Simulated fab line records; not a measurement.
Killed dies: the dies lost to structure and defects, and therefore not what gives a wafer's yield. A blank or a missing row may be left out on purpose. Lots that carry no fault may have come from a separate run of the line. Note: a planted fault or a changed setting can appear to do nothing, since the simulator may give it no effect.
Matching of chambers + flow n5_finfet + cvd_co-02 running N5_BEOL_M4_PRE_CLEAN_60: 3 sister chambers
The step time 15 s. 20 wafers are shown with their chamber, then 10 later ones without.

EACH WAFER AND ITS CHAMBER
| wafer  | chamber | heater_power_w (W) |
|--------|---------|--------------------|
| L074.1 | 1       | 72                 |
| L074.2 | 2       | 87                 |
| L074.3 | 0       | 77                 |
| L075.1 | 2       | 87                 |
| L075.3 | 1       | 71                 |
| L075.5 | 2       | 88                 |
| L083.2 | 2       | 89                 |
| L083.3 | 1       | 73                 |
| L083.6 | 1       | 72                 |
| L088.2 | 0       | 77                 |
| L088.3 | 2       | 89                 |
| L088.5 | 2       | 89                 |
| L087.2 | 1       | 72                 |
| L087.3 | 0       | 75                 |
| L087.5 | 1       | 72                 |
| L089.1 | 2       | 89                 |
| L089.2 | 1       | 72                 |
| L089.3 | 0       | 74                 |
| L090.1 | 1       | 74                 |
| L090.5 | 0       | 75                 |

SIGNATURES, as means of the wafers listed above
| reading        | chamber 0 | chamber 1 | chamber 2 | scatter within a chamber |
|----------------|-----------|-----------|-----------|--------------------------|
| heater_power_w | 75.60     | 72.25     | 88.29     | 1.03                     |
Rule: a wafer's distance from a chamber is the root of the sum, over the readings, of the square of ((its reading less the chamber's mean) divided by the reading's scatter). If the next closest chamber is less than 2 further off than the closest, the wafer can't be placed; otherwise it belongs to the closest. How the scatter is found: for the shown wafers, subtract from each reading the mean of its chamber, square and add these, divide the total by (wafers less chambers), then take the root.

WAFERS WHOSE CHAMBER IS MISSING
| wafer  | heater_power_w (W) |
|--------|--------------------|
| L090.6 | 73                 |
| L094.2 | 87                 |
| L094.5 | 76                 |
| L094.6 | 73                 |
| L096.4 | 77                 |
| L096.5 | 91                 |
| L096.6 | 72                 |
| L097.1 | 75                 |
| L097.2 | 91                 |
| L097.6 | 72                 |

WHICH CHAMBER EACH ONE RAN IN
| wafer  | from the rows above     | in truth |
|--------|-------------------------|----------|
| L090.6 | can't be placed: 1 or 0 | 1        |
| L094.2 | 2                       | 2        |
| L094.5 | 0                       | 0        |
| L094.6 | can't be placed: 1 or 0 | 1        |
| L096.4 | 0                       | 0        |
| L096.5 | 2                       | 2        |
| L096.6 | 1                       | 1        |
| L097.1 | 0                       | 0        |
| L097.2 | 2                       | 2        |
| L097.6 | 1                       | 1        |
Correctly placed: 8 of 10. Unplaceable from these rows: 2, with the true chamber sitting among the candidates in 2. 0 placed wrongly.
